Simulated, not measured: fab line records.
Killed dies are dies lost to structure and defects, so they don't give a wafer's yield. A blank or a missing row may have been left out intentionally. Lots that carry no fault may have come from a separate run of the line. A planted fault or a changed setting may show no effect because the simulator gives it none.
fab line records :: flow nandHarc :: part 2 of 2: steps 19 to 29 of 29
record:
  lots: 5
  wafers: 15
  lastDay: 31
route steps=1302 shown A_M1@1169
lots with no fault: from the same line, run without faults
startH: hours from the record's first day to the start of the lot's first wafer shown :: waitH: how many hours have passed since the lot's step before this one :: " repeats the value in the row above :: L1.1+2: a row that stands for several wafers :: - value missing, or start not given :: * or withheld: withheld :: < > ~ a bound
route shown NAME@n: NAME is a module with steps in the file, n the number in the route of the first one :: usual: the fault-free wafers' mean and standard deviation :: same: alike in all rows :: chamber/n: place in a boat :: sites: per-site readings :: _std_site: the values' standard deviation :: _edge_site: the outer-site mean with the inner-site mean subtracted :: radiusMm: how far each site lies from the wafer's centre :: mask NAME#n: copy n :: behind: the last tool/chamber to shape the wafer :: hold: cause of the lot's hold/its duration in hours/its outcome :: device: the transistor (n, p or np) that didn't switch :: end of line: tests run on the same wafers once the route is complete :: a step with no rows: only its recipe :: killed: dies that structure and defects cost at the first sort, which is not the same as the wafer's yield :: map: a wafer's dies, x killed, . not, _ none there
set.NAME: the setting the step ran with; set.NAME@STEP: the setting that earlier step ran with :: model.NAME: the simulator's own value behind a step, which no gauge read
lots at selected steps of the route; one table per step, one row per wafer
services: the hour from which a tool's chamber was out of use, counted from the record's first day as startH (under 0 if before that day), plus the number of hours and why
== steps ==
step: NHARC_A_M1_ETCH_28
recipe:
  targetDepthA: 300
  overEtchFrac: 0.3
  timeS: 72.99
  ionEnergyEv: 150
  cf4FlowSccm: 50
  n2FlowSccm: 100
  arFlowSccm: 150
  rfW: 300
  biasW: 100
  chemistry: CF4/N2
usual:
  drypumpMotorCurrentA: 5.6/0.59
  mfcArSccm: 150.0/0.47
  n2FlowSccm: 100.0/0.31
  oesProductAu: 0.998/0.0071
  rfVppV: 315.5/1.5
  showerheadPlenumPTorr: 2.70/0.071
  throttleValvePct: 19.795/0.0093
lot.wafer: L076.4
tool: rieDiel-07
chamber: 3
startH: -
waitH: -
drypumpMotorCurrentA: 6.2
mfcArSccm: 150.6
n2FlowSccm: 100.1
oesProductAu: 1.000
rfHoursCounterH: 5
rfVppV: 314.9
showerheadPlenumPTorr: 2.66
throttleValvePct: 19.767

lot.wafer: L076.3
tool: rieDiel-07
chamber: 0
startH: -
waitH: -
drypumpMotorCurrentA: 5.8
mfcArSccm: 150.8
n2FlowSccm: 100.0
oesProductAu: 1.004
rfHoursCounterH: 5
rfVppV: 314.7
showerheadPlenumPTorr: 2.68
throttleValvePct: 19.800

lot.wafer: L076.5
tool: rieDiel-07
chamber: 3
startH: -
waitH: -
drypumpMotorCurrentA: 6.3
mfcArSccm: 150.4
n2FlowSccm: 100.0
oesProductAu: 0.984
rfHoursCounterH: -
rfVppV: 314.0
showerheadPlenumPTorr: 2.66
throttleValvePct: 19.772

lot.wafer: L079.2
tool: rieDiel-09
chamber: 2
startH: -
waitH: -
drypumpMotorCurrentA: 4.8
mfcArSccm: 149.1
n2FlowSccm: 99.8
oesProductAu: 0.983
rfHoursCounterH: 10
rfVppV: 316.5
showerheadPlenumPTorr: 2.75
throttleValvePct: 19.794

lot.wafer: L079.1
tool: rieDiel-09
chamber: 0
startH: -
waitH: -
drypumpMotorCurrentA: 5.5
mfcArSccm: 149.8
n2FlowSccm: 99.7
oesProductAu: 0.993
rfHoursCounterH: 9
rfVppV: 314.4
showerheadPlenumPTorr: 2.68
throttleValvePct: 19.797

lot.wafer: L079.5
tool: rieDiel-09
chamber: 2
startH: -
waitH: -
drypumpMotorCurrentA: 4.8
mfcArSccm: 149.7
n2FlowSccm: 99.6
oesProductAu: 0.988
rfHoursCounterH: -
rfVppV: 316.6
showerheadPlenumPTorr: 2.75
throttleValvePct: 19.798

lot.wafer: L084.1
tool: rieDiel-07
chamber: 3
startH: -
waitH: -
drypumpMotorCurrentA: 6.3
mfcArSccm: 150.3
n2FlowSccm: 99.9
oesProductAu: 1.003
rfHoursCounterH: 9
rfVppV: 315.4
showerheadPlenumPTorr: 2.66
throttleValvePct: 19.801

lot.wafer: L084.4
tool: rieDiel-07
chamber: 2
startH: -
waitH: -
drypumpMotorCurrentA: 4.6
mfcArSccm: 150.2
n2FlowSccm: 100.3
oesProductAu: 1.005
rfHoursCounterH: 10
rfVppV: 316.0
showerheadPlenumPTorr: 2.73
throttleValvePct: 19.791

lot.wafer: L084.5
tool: rieDiel-07
chamber: 3
startH: -
waitH: -
drypumpMotorCurrentA: 6.3
mfcArSccm: 149.3
n2FlowSccm: 99.6
oesProductAu: 0.998
rfHoursCounterH: -
rfVppV: 315.8
showerheadPlenumPTorr: 2.66
throttleValvePct: 19.802

lot.wafer: L091.4
tool: rieDiel-09
chamber: 1
startH: -
waitH: -
drypumpMotorCurrentA: 5.2
mfcArSccm: 149.7
n2FlowSccm: 100.2
oesProductAu: 1.007
rfHoursCounterH: 1
rfVppV: 314.5
showerheadPlenumPTorr: 2.80
throttleValvePct: 19.805

lot.wafer: L091.1
tool: rieDiel-09
chamber: 2
startH: -
waitH: -
drypumpMotorCurrentA: 4.8
mfcArSccm: 149.7
n2FlowSccm: 100.3
oesProductAu: 0.994
rfHoursCounterH: 1
rfVppV: 317.6
showerheadPlenumPTorr: 2.75
throttleValvePct: 19.793

lot.wafer: L091.2
tool: rieDiel-09
chamber: 3
startH: -
waitH: -
drypumpMotorCurrentA: 5.8
mfcArSccm: 149.5
n2FlowSccm: 99.7
oesProductAu: 0.993
rfHoursCounterH: 1
rfVppV: 316.8
showerheadPlenumPTorr: 2.72
throttleValvePct: 19.804

lot.wafer: L094.1
tool: rieDiel-13
chamber: 2
startH: -
waitH: -
drypumpMotorCurrentA: 4.7
mfcArSccm: 149.3
n2FlowSccm: 99.4
oesProductAu: 1.004
rfHoursCounterH: 0
rfVppV: 313.6
showerheadPlenumPTorr: 2.62
throttleValvePct: 19.781

lot.wafer: L094.2
tool: rieDiel-13
chamber: 1
startH: -
waitH: -
drypumpMotorCurrentA: 5.6
mfcArSccm: 150.2
n2FlowSccm: 99.7
oesProductAu: 0.997
rfHoursCounterH: 0
rfVppV: 317.4
showerheadPlenumPTorr: 2.78
throttleValvePct: 19.788

lot.wafer: L094.6
tool: rieDiel-13
chamber: 3
startH: -
waitH: -
drypumpMotorCurrentA: 5.5
mfcArSccm: 149.7
n2FlowSccm: 100.1
oesProductAu: 1.003
rfHoursCounterH: -
rfVppV: 313.1
showerheadPlenumPTorr: 2.53
throttleValvePct: 19.781
step: NHARC_A_M1_STRIP_19
recipe:
  timeS: 600
  tempC: 30
  chemistry: postEtchResidueRemover
lot.wafer: L076.5+3+4
tool: wetBench-08
chamber: 1,4,5
startH: 571.23
waitH: -

lot.wafer: L079.5+2+1
tool: wetBench-08
chamber: 5,6,0
startH: 597.23
waitH: -

lot.wafer: L084.4+5+1
tool: wetBench-08
chamber: 0,2,5
startH: 638.71
waitH: -

lot.wafer: L091.1+2+4
tool: wetBench-08
chamber: 0,4,5
startH: 709.08
waitH: -

lot.wafer: L094.2+1+6
tool: wetBench-10
chamber: 6,7,0
startH: 715.56
waitH: -
step: NHARC_A_M1_DEGAS_29
recipe:
  tempC: 250
  timeS: 60
usual:
  heaterPowerW: 324/23
lot.wafer: L076.3
tool: pvdSputter-01
chamber: -
startH: 571.50
waitH: -
heaterPowerW: 320

lot.wafer: L076.4
tool: pvdSputter-01
chamber: -
startH: 571.50
waitH: -
heaterPowerW: 283

lot.wafer: L076.5
tool: pvdSputter-01
chamber: -
startH: 571.50
waitH: -
heaterPowerW: 370

lot.wafer: L079.1
tool: pvdSputter-01
chamber: -
startH: 597.51
waitH: -
heaterPowerW: 301

lot.wafer: L079.2
tool: pvdSputter-01
chamber: -
startH: 597.51
waitH: -
heaterPowerW: 320

lot.wafer: L079.5
tool: pvdSputter-01
chamber: -
startH: 597.51
waitH: -
heaterPowerW: 356

lot.wafer: L084.1
tool: pvdSputter-01
chamber: -
startH: 639.04
waitH: -
heaterPowerW: 292

lot.wafer: L084.4
tool: pvdSputter-01
chamber: -
startH: 639.04
waitH: -
heaterPowerW: 352

lot.wafer: L084.5
tool: pvdSputter-01
chamber: -
startH: 639.04
waitH: -
heaterPowerW: 287

lot.wafer: L091.4
tool: pvdSputter-02
chamber: -
startH: 709.35
waitH: -
heaterPowerW: 304

lot.wafer: L091.1
tool: pvdSputter-02
chamber: -
startH: 709.35
waitH: -
heaterPowerW: 342

lot.wafer: L091.2
tool: pvdSputter-02
chamber: -
startH: 709.35
waitH: -
heaterPowerW: 320

lot.wafer: L094.2
tool: pvdSputter-03
chamber: -
startH: 715.83
waitH: -
heaterPowerW: 372

lot.wafer: L094.1
tool: pvdSputter-03
chamber: -
startH: 715.83
waitH: -
heaterPowerW: 308

lot.wafer: L094.6
tool: pvdSputter-03
chamber: -
startH: 715.83
waitH: -
heaterPowerW: 328
step: NHARC_A_M1_PRE_CLEAN_30
recipe:
  timeS: 30
  tempC: 280
  gas: H2/He
usual:
  heaterPowerW: 397/26
lot.wafer: L076.3
tool: pvdSputter-01
chamber: -
startH: -
waitH: -
heaterPowerW: 351

lot.wafer: L076.4
tool: pvdSputter-01
chamber: -
startH: -
waitH: -
heaterPowerW: 400

lot.wafer: L076.5
tool: pvdSputter-01
chamber: -
startH: -
waitH: -
heaterPowerW: 339

lot.wafer: L079.1
tool: pvdSputter-02
chamber: -
startH: 597.58
waitH: -
heaterPowerW: 395

lot.wafer: L079.2
tool: pvdSputter-02
chamber: -
startH: 597.58
waitH: -
heaterPowerW: 371

lot.wafer: L079.5
tool: pvdSputter-02
chamber: -
startH: 597.58
waitH: -
heaterPowerW: 402

lot.wafer: L084.1
tool: pvdSputter-01
chamber: -
startH: -
waitH: -
heaterPowerW: 400

lot.wafer: L084.4
tool: pvdSputter-01
chamber: -
startH: -
waitH: -
heaterPowerW: 354

lot.wafer: L084.5
tool: pvdSputter-01
chamber: -
startH: -
waitH: -
heaterPowerW: 405

lot.wafer: L091.1
tool: pvdSputter-02
chamber: -
startH: -
waitH: -
heaterPowerW: 370

lot.wafer: L091.2
tool: pvdSputter-02
chamber: -
startH: -
waitH: -
heaterPowerW: 390

lot.wafer: L091.4
tool: pvdSputter-02
chamber: -
startH: -
waitH: -
heaterPowerW: 402

lot.wafer: L094.2
tool: pvdSputter-03
chamber: -
startH: -
waitH: -
heaterPowerW: 417

lot.wafer: L094.1
tool: pvdSputter-03
chamber: -
startH: -
waitH: -
heaterPowerW: 389

lot.wafer: L094.6
tool: pvdSputter-03
chamber: -
startH: -
waitH: -
heaterPowerW: 408
step: NHARC_A_M1_PVD_20
recipe:
  targetThkA: 50
  biasV: 168.6
  powerW: 15000
  chamberPressurePa: 0.12
  timeS: 8.06
  substrateTempC: 50
  material: TaN
usual:
  chamberPressurePa: 0.11999/0.00021
  throttleValvePct: 29.8/1
lot.wafer: L076.4
tool: pvdSputter-01
chamber: -
startH: -
waitH: -
chamberPressurePa: 0.12008
throttleValvePct: 29.5

lot.wafer: L076.3
tool: pvdSputter-01
chamber: -
startH: -
waitH: -
chamberPressurePa: 0.12018
throttleValvePct: 29.4

lot.wafer: L076.5
tool: pvdSputter-01
chamber: -
startH: -
waitH: -
chamberPressurePa: 0.12027
throttleValvePct: 30.5

lot.wafer: L079.2
tool: pvdSputter-03
chamber: -
startH: 597.66
waitH: -
chamberPressurePa: 0.11971
throttleValvePct: 27.8

lot.wafer: L079.1
tool: pvdSputter-03
chamber: -
startH: 597.66
waitH: -
chamberPressurePa: 0.12003
throttleValvePct: 28.6

lot.wafer: L079.5
tool: pvdSputter-03
chamber: -
startH: 597.66
waitH: -
chamberPressurePa: 0.12004
throttleValvePct: 27.3

lot.wafer: L084.1
tool: pvdSputter-01
chamber: -
startH: -
waitH: -
chamberPressurePa: 0.11987
throttleValvePct: 29.9

lot.wafer: L084.4
tool: pvdSputter-01
chamber: -
startH: -
waitH: -
chamberPressurePa: 0.12
throttleValvePct: 28.6

lot.wafer: L084.5
tool: pvdSputter-01
chamber: -
startH: -
waitH: -
chamberPressurePa: 0.11973
throttleValvePct: 30.6

lot.wafer: L091.2
tool: pvdSputter-02
chamber: -
startH: -
waitH: -
chamberPressurePa: 0.12022
throttleValvePct: 29.6

lot.wafer: L091.1
tool: pvdSputter-02
chamber: -
startH: -
waitH: -
chamberPressurePa: 0.12003
throttleValvePct: 30.0

lot.wafer: L091.4
tool: pvdSputter-02
chamber: -
startH: -
waitH: -
chamberPressurePa: 0.12001
throttleValvePct: 30.3

lot.wafer: L094.1
tool: pvdSputter-03
chamber: -
startH: -
waitH: -
chamberPressurePa: 0.12008
throttleValvePct: 29.7

lot.wafer: L094.2
tool: pvdSputter-03
chamber: -
startH: -
waitH: -
chamberPressurePa: 0.12016
throttleValvePct: 31.2

lot.wafer: L094.6
tool: pvdSputter-03
chamber: -
startH: -
waitH: -
chamberPressurePa: 0.11971
throttleValvePct: 29.4
step: NHARC_A_M1_PVD_21
recipe:
  targetThkA: 300
  chamberPressurePa: 5
  powerW: 5000
  substrateTempC: 30
  timeS: 20.49
  material: Cu
usual:
  chamberPressurePa: 5.002/0.01
  throttleValvePct: 29.9/0.99
lot.wafer: L076.4
tool: pvdSputter-01
chamber: -
startH: -
waitH: -
chamberPressurePa: 4.999
throttleValvePct: 29.7

lot.wafer: L076.3
tool: pvdSputter-01
chamber: -
startH: -
waitH: -
chamberPressurePa: 4.998
throttleValvePct: 30.8

lot.wafer: L076.5
tool: pvdSputter-01
chamber: -
startH: -
waitH: -
chamberPressurePa: 4.985
throttleValvePct: 29.8

lot.wafer: L079.2
tool: pvdSputter-02
chamber: -
startH: 597.78
waitH: -
chamberPressurePa: 4.988
throttleValvePct: 29.8

lot.wafer: L079.1
tool: pvdSputter-02
chamber: -
startH: 597.78
waitH: -
chamberPressurePa: 5.011
throttleValvePct: 29.7

lot.wafer: L079.5
tool: pvdSputter-02
chamber: -
startH: 597.78
waitH: -
chamberPressurePa: 4.994
throttleValvePct: 29.9

lot.wafer: L084.1
tool: pvdSputter-01
chamber: -
startH: -
waitH: -
chamberPressurePa: 4.994
throttleValvePct: 30.7

lot.wafer: L084.4
tool: pvdSputter-01
chamber: -
startH: -
waitH: -
chamberPressurePa: 4.982
throttleValvePct: 30.2

lot.wafer: L084.5
tool: pvdSputter-01
chamber: -
startH: -
waitH: -
chamberPressurePa: 5.010
throttleValvePct: 30.3

lot.wafer: L091.1
tool: pvdSputter-02
chamber: -
startH: -
waitH: -
chamberPressurePa: 5.005
throttleValvePct: 29.9

lot.wafer: L091.4
tool: pvdSputter-02
chamber: -
startH: -
waitH: -
chamberPressurePa: 4.993
throttleValvePct: 29.4

lot.wafer: L091.2
tool: pvdSputter-02
chamber: -
startH: -
waitH: -
chamberPressurePa: 5.020
throttleValvePct: 30.0

lot.wafer: L094.2
tool: pvdSputter-03
chamber: -
startH: -
waitH: -
chamberPressurePa: 5.019
throttleValvePct: 31.0

lot.wafer: L094.1
tool: pvdSputter-03
chamber: -
startH: -
waitH: -
chamberPressurePa: 5.011
throttleValvePct: 28.2

lot.wafer: L094.6
tool: pvdSputter-03
chamber: -
startH: -
waitH: -
chamberPressurePa: 4.994
throttleValvePct: 29.5
step: NHARC_A_M1_ECD_22
recipe:
  targetThkA: 4000
  bathTempC: 25
  material: Cu
lot.wafer: L076.4+3+5
tool: ecdCu-02
chamber: 0,1,1
startH: 571.97
waitH: -

lot.wafer: L079.2+1+5
tool: ecdCu-01
chamber: 1,0,0
startH: 597.92
waitH: -

lot.wafer: L084.1+4+5
tool: ecdCu-02
chamber: 0,1,0
startH: 639.41
waitH: -

lot.wafer: L091.2+1+4
tool: ecdCu-01
chamber: 1,0,0
startH: 709.71
waitH: -

lot.wafer: L094.2+1+6
tool: ecdCu-01
chamber: 1,0,0
startH: 716.17
waitH: -
step: NHARC_A_M1_ANNEAL_31
recipe:
  tempC: 225
  timeS: 90
usual:
  wafer_temp_C_max: 226.36/0.27
lot.wafer: L076.3
tool: rtpAnneal-02
chamber: 0
startH: 572.36
waitH: 0.3
wafer_temp_C_max: 226.06

lot.wafer: L076.4
tool: rtpAnneal-02
chamber: 0
startH: 572.36
waitH: 0.3
wafer_temp_C_max: 226.81

lot.wafer: L076.5
tool: rtpAnneal-02
chamber: 0
startH: 572.36
waitH: 0.3
wafer_temp_C_max: 226.09

lot.wafer: L079.1
tool: rtpAnneal-01
chamber: 0
startH: 598.29
waitH: -
wafer_temp_C_max: 226.05

lot.wafer: L079.2
tool: rtpAnneal-01
chamber: 0
startH: 598.29
waitH: -
wafer_temp_C_max: 226.58

lot.wafer: L079.5
tool: rtpAnneal-01
chamber: 0
startH: 598.29
waitH: -
wafer_temp_C_max: 226.69

lot.wafer: L084.1
tool: rtpAnneal-02
chamber: 0
startH: 639.80
waitH: -
wafer_temp_C_max: 226.25

lot.wafer: L084.4
tool: rtpAnneal-02
chamber: 0
startH: 639.80
waitH: -
wafer_temp_C_max: 226.60

lot.wafer: L084.5
tool: rtpAnneal-02
chamber: 0
startH: 639.80
waitH: -
wafer_temp_C_max: 226.38

lot.wafer: L091.1
tool: rtpAnneal-02
chamber: 0
startH: 710.08
waitH: -
wafer_temp_C_max: 225.85

lot.wafer: L091.2
tool: rtpAnneal-02
chamber: 0
startH: 710.08
waitH: -
wafer_temp_C_max: 226.29

lot.wafer: L091.4
tool: rtpAnneal-02
chamber: 0
startH: 710.08
waitH: -
wafer_temp_C_max: 226.27

lot.wafer: L094.1
tool: rtpAnneal-01
chamber: 0
startH: 716.55
waitH: -
wafer_temp_C_max: 226.39

lot.wafer: L094.2
tool: rtpAnneal-01
chamber: 0
startH: 716.55
waitH: -
wafer_temp_C_max: 226.54

lot.wafer: L094.6
tool: rtpAnneal-01
chamber: 0
startH: 716.55
waitH: -
wafer_temp_C_max: 226.46
step: NHARC_A_M1_CMP_23
recipe:
  tOverpolishS: 20
  targetThkNm: 154.34
usual:
  motorCurrentA: 11.5/0.98
  timeToEndpointS: 28.6/2.5
lot.wafer: L076.3
tool: cmp-04
chamber: 2
startH: 572.63
waitH: -
motorCurrentA: 11.8
timeToEndpointS: 27.0

lot.wafer: L076.4
tool: cmp-04
chamber: 3
startH: 572.63
waitH: -
motorCurrentA: 11.3
timeToEndpointS: 29.1

lot.wafer: L076.5
tool: cmp-04
chamber: 1
startH: 572.63
waitH: -
motorCurrentA: 11.0
timeToEndpointS: 30.1

lot.wafer: L079.1
tool: cmp-02
chamber: 2
startH: 598.69
waitH: -
motorCurrentA: 9.8
timeToEndpointS: 30.8

lot.wafer: L079.2
tool: cmp-02
chamber: 3
startH: 598.69
waitH: -
motorCurrentA: 12.0
timeToEndpointS: 32.9

lot.wafer: L079.5
tool: cmp-02
chamber: 2
startH: 598.69
waitH: -
motorCurrentA: 10.5
timeToEndpointS: 33.9

lot.wafer: L084.4
tool: cmp-03
chamber: 2
startH: 640.20
waitH: -
motorCurrentA: 10.0
timeToEndpointS: 29.6

lot.wafer: L084.1
tool: cmp-03
chamber: 3
startH: 640.20
waitH: -
motorCurrentA: 11.2
timeToEndpointS: 27.8

lot.wafer: L084.5
tool: cmp-03
chamber: 1
startH: 640.20
waitH: -
motorCurrentA: 11.9
timeToEndpointS: 29.5

lot.wafer: L091.1
tool: cmp-02
chamber: 2
startH: 710.43
waitH: -
motorCurrentA: 10.1
timeToEndpointS: 27.5

lot.wafer: L091.2
tool: cmp-02
chamber: 0
startH: 710.43
waitH: -
motorCurrentA: 13.7
timeToEndpointS: 31.1

lot.wafer: L091.4
tool: cmp-02
chamber: 1
startH: 710.43
waitH: -
motorCurrentA: 11.4
timeToEndpointS: 29.3

lot.wafer: L094.1
tool: cmp-02
chamber: 3
startH: 716.92
waitH: -
motorCurrentA: 11.4
timeToEndpointS: 25.9

lot.wafer: L094.2
tool: cmp-02
chamber: 1
startH: 716.92
waitH: -
motorCurrentA: 11.3
timeToEndpointS: 23.9

lot.wafer: L094.6
tool: cmp-02
chamber: 3
startH: 716.92
waitH: -
motorCurrentA: 10.8
timeToEndpointS: 25.6
step: NHARC_A_M1_THK_MEAS_24
recipe:
  thkMeasGauge: xrf
usual:
  thkNm: 154.4/1.3
lot.wafer: L076.3
tool: filmMetro-02
chamber: -
startH: 572.92
waitH: -
thkNm: 151.8

lot.wafer: L076.4
tool: filmMetro-02
chamber: -
startH: 572.92
waitH: -
thkNm: 154.1

lot.wafer: L076.5
tool: filmMetro-02
chamber: -
startH: 572.92
waitH: -
thkNm: 154.9

lot.wafer: L079.1
tool: filmMetro-02
chamber: -
startH: 598.98
waitH: -
thkNm: 157.2

lot.wafer: L079.2
tool: filmMetro-02
chamber: -
startH: 598.98
waitH: -
thkNm: 155.6

lot.wafer: L079.5
tool: filmMetro-02
chamber: -
startH: 598.98
waitH: -
thkNm: 153.6

lot.wafer: L084.1
tool: filmMetro-01
chamber: -
startH: 640.46
waitH: -
thkNm: 153.6

lot.wafer: L084.4
tool: filmMetro-01
chamber: -
startH: 640.46
waitH: -
thkNm: 155.9

lot.wafer: L084.5
tool: filmMetro-01
chamber: -
startH: 640.46
waitH: -
thkNm: 154.2

lot.wafer: L091.1
tool: filmMetro-01
chamber: -
startH: 710.74
waitH: -
thkNm: 152.9

lot.wafer: L091.2
tool: filmMetro-01
chamber: -
startH: 710.74
waitH: -
thkNm: 154.1

lot.wafer: L091.4
tool: filmMetro-01
chamber: -
startH: 710.74
waitH: -
thkNm: 153.0

lot.wafer: L094.1
tool: filmMetro-01
chamber: -
startH: 717.21
waitH: -
thkNm: 153.5

lot.wafer: L094.2
tool: filmMetro-01
chamber: -
startH: 717.21
waitH: -
thkNm: 152.2

lot.wafer: L094.6
tool: filmMetro-01
chamber: -
startH: 717.21
waitH: -
thkNm: 153.6
step: NHARC_A_M1_SRD_25
lot.wafer: L076.4+5+3
tool: wetBench-08
chamber: 2,3,7
startH: 572.96
waitH: 0.0

lot.wafer: L079.2+1+5
tool: wetBench-08
chamber: 2,3,4
startH: 599.03
waitH: 0.0

lot.wafer: L084.1+4+5
tool: wetBench-10
chamber: 1,2,3
startH: 640.51
waitH: 0.0

lot.wafer: L091.4+1+2
tool: wetBench-10
chamber: 6,7,2
startH: 710.79
waitH: 0.0

lot.wafer: L094.6+1+2
tool: wetBench-10
chamber: 6,0,1
startH: 717.25
waitH: 0.0
== services ==
tool: rieDiel-13
chamber: 3
startH: 545.90
hours: 7.1
kind: repair

tool: lithoTrack-04
chamber: -
startH: 553.00
hours: 7.0
kind: pm

tool: rieDiel-09
chamber: 1
startH: 554.99
hours: 29.8
kind: repair

tool: cmp-02
chamber: -
startH: 558.03
hours: 1.2
kind: repair

tool: ecdCu-01
chamber: -
startH: 559.49
hours: 0.6
kind: repair

tool: wetBench-10
chamber: -
startH: 561.68
hours: 1.3
kind: repair

tool: ecdCu-01
chamber: -
startH: 562.13
hours: 0.3
kind: repair

tool: rieDiel-13
chamber: 2
startH: 575.05
hours: 8.3
kind: repair

tool: pvdSputter-01
chamber: -
startH: 582.00
hours: 10.0
kind: pm

tool: arfiScanner-01
chamber: -
startH: 586.24
hours: 0.9
kind: repair

tool: arfiScanner-01
chamber: -
startH: 594.11
hours: 2.8
kind: repair

tool: pvdSputter-03
chamber: -
startH: 609.33
hours: 1.4
kind: repair

tool: pvdSputter-02
chamber: -
startH: 616.27
hours: 0.8
kind: repair

tool: pvdSputter-02
chamber: -
startH: 638.18
hours: 10.0
kind: pm

tool: wetBench-08
chamber: -
startH: 646.40
hours: 8.0
kind: pm

tool: rieDiel-07
chamber: -
startH: 648.21
hours: 9.0
kind: pm

tool: pvdSputter-03
chamber: -
startH: 664.78
hours: 0.7
kind: repair

tool: wetBench-10
chamber: -
startH: 670.53
hours: 8.0
kind: pm

tool: rieDiel-09
chamber: -
startH: 674.11
hours: 9.0
kind: pm

tool: lithoTrack-01
chamber: -
startH: 680.01
hours: 7.0
kind: pm

tool: rieDiel-13
chamber: 2
startH: 682.63
hours: 5.2
kind: repair

tool: rieDiel-07
chamber: 0
startH: 685.47
hours: 13.8
kind: repair

tool: rieDiel-13
chamber: -
startH: 696.00
hours: 9.0
kind: pm

tool: pvdSputter-03
chamber: -
startH: 704.00
hours: 10.0
kind: pm
